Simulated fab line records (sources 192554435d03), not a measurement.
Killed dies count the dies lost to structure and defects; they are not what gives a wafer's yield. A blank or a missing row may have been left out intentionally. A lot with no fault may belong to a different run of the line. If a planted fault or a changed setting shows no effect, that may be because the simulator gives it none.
Matching of chambers || flow n5-finfet || N5_BEOL_M6_DEP_56 on pecvd-03 has 3 sister chambers
The step deposits SiCN from 3MS/NH3, target thk 10 nm, time 17.5 s. 3 wafers are shown with their chamber, then 8 later ones without.

## WAFERS WITH THEIR CHAMBER
{"wafer": "L083.4", "chamber": 1, "showerhead-plenum-p-Torr (Torr)": 3.658}
{"wafer": "L083.5", "chamber": 0, "showerhead-plenum-p-Torr (Torr)": 3.676}
{"wafer": "L095.1", "chamber": 2, "showerhead-plenum-p-Torr (Torr)": 3.629}

## WAFERS WHOSE CHAMBER IS MISSING
{"wafer": "L095.4", "showerhead-plenum-p-Torr (Torr)": 3.665}
{"wafer": "L095.6", "showerhead-plenum-p-Torr (Torr)": 3.631}
{"wafer": "L086.3", "showerhead-plenum-p-Torr (Torr)": 3.667}
{"wafer": "L086.4", "showerhead-plenum-p-Torr (Torr)": 3.630}
{"wafer": "L086.5", "showerhead-plenum-p-Torr (Torr)": 3.659}
{"wafer": "L094.1", "showerhead-plenum-p-Torr (Torr)": 3.620}
{"wafer": "L094.4", "showerhead-plenum-p-Torr (Torr)": 3.637}
{"wafer": "L094.6", "showerhead-plenum-p-Torr (Torr)": 3.668}

## THE CHAMBER EACH PASSED THROUGH
{"wafer": "L095.4", "from the rows above": "can't be placed: 1 or 0", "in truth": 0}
{"wafer": "L095.6", "from the rows above": 2, "in truth": 2}
{"wafer": "L086.3", "from the rows above": "can't be placed: 1 or 0", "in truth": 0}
{"wafer": "L086.4", "from the rows above": 2, "in truth": 2}
{"wafer": "L086.5", "from the rows above": 1, "in truth": 1}
{"wafer": "L094.1", "from the rows above": 2, "in truth": 2}
{"wafer": "L094.4", "from the rows above": "can't be placed: 2 or 1", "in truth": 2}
{"wafer": "L094.6", "from the rows above": "can't be placed: 0 or 1", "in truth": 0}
Placed correctly: 4 of 8. From these rows, 4 cannot be placed; in 4 the true chamber is one of the candidates. Wrongly placed: 0.
How it was worked out, from the rows above alone: a wafer's distance from a chamber is the root of the sum, over the readings, of the square of ((its reading less the chamber's mean) divided by the reading's scatter). The wafer belongs to the nearest chamber; if the next one is less than 2 further off, it can't be placed. The mean given for a chamber averages the wafers shown for that chamber. The scatter (one wafer shown for each chamber): square how far every hidden wafer sits from the nearest shown wafer, average those squares and take the square root.
